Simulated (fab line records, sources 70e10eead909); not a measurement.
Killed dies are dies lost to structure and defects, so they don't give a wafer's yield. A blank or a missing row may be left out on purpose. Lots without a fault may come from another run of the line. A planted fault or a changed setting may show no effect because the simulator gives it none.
A struck lot beside a sound one | flow nand_harc | 14 steps out of a route of 1159
Sound: wafers L552.1, L552.2, L552.6. Struck: wafers L553.3, L553.4, L553.6. The cause comes at the end.
At each step with rows: each side's tool, then ch and its chambers, then its first start. Under that, the readings that differ: sound wafers | struck wafers | difference of the means | sigmas: that difference in standard deviations of wafers without a fault.
alike: readings whose means differ by less than 2 such deviations, and words and numbers that are the same on both sides. not compared: withheld readings, readings that some wafer has no value for, bounds like >300 that may hide the same value, and numbers for which the record gives no deviation and whose values overlap.
The two part at a step that has a row with sigmas, a row that says differs or no value, or rows on one side only. Numbers that don't overlap but have no deviation are shown without sigmas and don't part them. A reading that every wafer of one side lacks parts them only if that side has two wafers or more.

first, 5 steps without rows for these wafers: NHARC_A_STAIRCASE_EBR_246; NHARC_A_STAIRCASE_EXPOSE_247 (exposes mask SDS 1); NHARC_A_STAIRCASE_PEB_248 (peb time 130 s); NHARC_A_STAIRCASE_DEVELOP_249 (time 140 s); NHARC_A_STAIRCASE_HARDBAKE_251 (time 140 s).
NHARC_A_STAIRCASE_DESCUM_252: chemistry O2, time 3 s.
  sound on rie_diel-13 ch 2,3, day 15 02:00; struck on rie_diel-09 ch 0,2, day 15 11:29
  alike: drypump_motor_current_A, oes_product_au, rf_vpp_V, showerhead_plenum_p_Torr, throttle_valve_pct
  not compared: rf_hours_counter_h
NHARC_A_STAIRCASE_ETCH_253: etches the open film in C4F8/O2, target depth 50 nm, time 20.2 s.
  sound on rie_diel-13 ch 0,2,3, day 15 02:05; struck on rie_diel-09 ch 0,2,3, day 15 11:43
  alike: bias_w, oes_product_au, rf_fwd_power_W, rf_vpp_V
  not compared: rf_hours_counter_h
NHARC_A_STAIRCASE_STRIP_254: strips in O2.
  sound on plasma_asher-01 ch 0,1, day 15 02:10; struck on plasma_asher-01 ch 0,1, day 15 11:53
  alike: drypump_motor_current_A, heater_power_w
  not compared: rf_hours_counter_h
then, 3 steps without rows for these wafers: NHARC_A_STAIRCASE_STRIP_255 (strips in SPM, time 900 s); NHARC_A_STAIRCASE_PRECLEAN_256 (cleans in SC1); NHARC_A_STAIRCASE_SRD_257.
NHARC_A_STAIRCASE_HM_DEP_456: deposits aC, target thk 1500 nm.
  sound on acl_dep-03 ch 0, day 15 02:59; struck on acl_dep-03, day 15 13:55
  no value came back on the struck wafers for susceptor_temp_C (C), throttle_valve_pct (%); on the sound wafers susceptor_temp_C (C) reads 399.77 400.29 400.19
NHARC_A_STAIRCASE_DEP_259: deposits SiON, target thk 30 nm.
  sound on pecvd-01 ch 0,1,2, day 15 04:52; struck on pecvd-04 ch 0,2, day 15 15:13
  alike: chamber_pressure_Torr, heater_power_outer_w, heater_power_w, rf_fwd_power_W
-- the record jumps here: 10 days lie between the struck wafers' starts before and after (it left off in module A_STAIRCASE and takes up again in module END, whose first step shown is number 1159 of the route) --
NHARC_END_SORT_01:
  the record has rows for the struck wafers here (prober-02 ch 0, day 25 13:34) and none for the sound ones

WHERE THEY PART
First at NHARC_A_STAIRCASE_HM_DEP_456; last, within this record, at NHARC_END_SORT_01.

WHY: what the simulator had put in
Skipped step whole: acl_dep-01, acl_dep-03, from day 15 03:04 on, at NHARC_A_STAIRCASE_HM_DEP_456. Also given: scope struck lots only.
